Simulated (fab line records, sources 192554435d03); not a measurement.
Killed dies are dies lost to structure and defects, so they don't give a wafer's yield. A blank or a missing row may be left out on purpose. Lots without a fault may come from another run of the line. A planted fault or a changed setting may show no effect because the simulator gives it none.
Chamber matching | flow n5_finfet | N5_GATE_CUT_HM_DEP_46 on pecvd-04: 3 sister chambers
The step deposits SiO2 from TEOS/O2, target thk 130 nm, time 26.6 s. 3 wafers are shown with their chamber, then 8 later ones without.

WAFERS WITH THEIR CHAMBER
wafer  | chamber | throttle_valve_pct (%)
L092.1 | 1       | 19.8
L092.3 | 0       | 18.1
L093.3 | 2       | 18.2

WAFERS WITHOUT THEIR CHAMBER
wafer  | throttle_valve_pct (%)
L093.4 | 18.0
L093.6 | 20.0
L095.2 | 18.4
L095.3 | 19.9
L095.4 | 20.0
L096.2 | 18.3
L096.4 | 18.4
L096.6 | 18.2

WHICH CHAMBER EACH WENT THROUGH
wafer  | from the rows above     | in truth
L093.4 | can't be placed: 0 or 2 | 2
L093.6 | 1                       | 1
L095.2 | can't be placed: 2 or 0 | 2
L095.3 | 1                       | 1
L095.4 | 1                       | 1
L096.2 | can't be placed: 2 or 0 | 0
L096.4 | can't be placed: 2 or 0 | 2
L096.6 | can't be placed: 2 or 0 | 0
Placed correctly: 3 of 8. Can't be placed from these rows: 5 (the true chamber is among the candidates in 5). Placed wrongly: 0.
How it was worked out, from the rows above alone: a wafer's distance from a chamber is the root of the sum, over the readings, of the square of ((its reading less the chamber's mean) divided by the reading's scatter). The wafer belongs to the nearest chamber; if the next one is less than 2 further off, it can't be placed. A chamber's mean is the mean of its shown wafers. The scatter: with one shown wafer a chamber, the root of the mean of the squares of how far each hidden wafer lies from its nearest shown one.
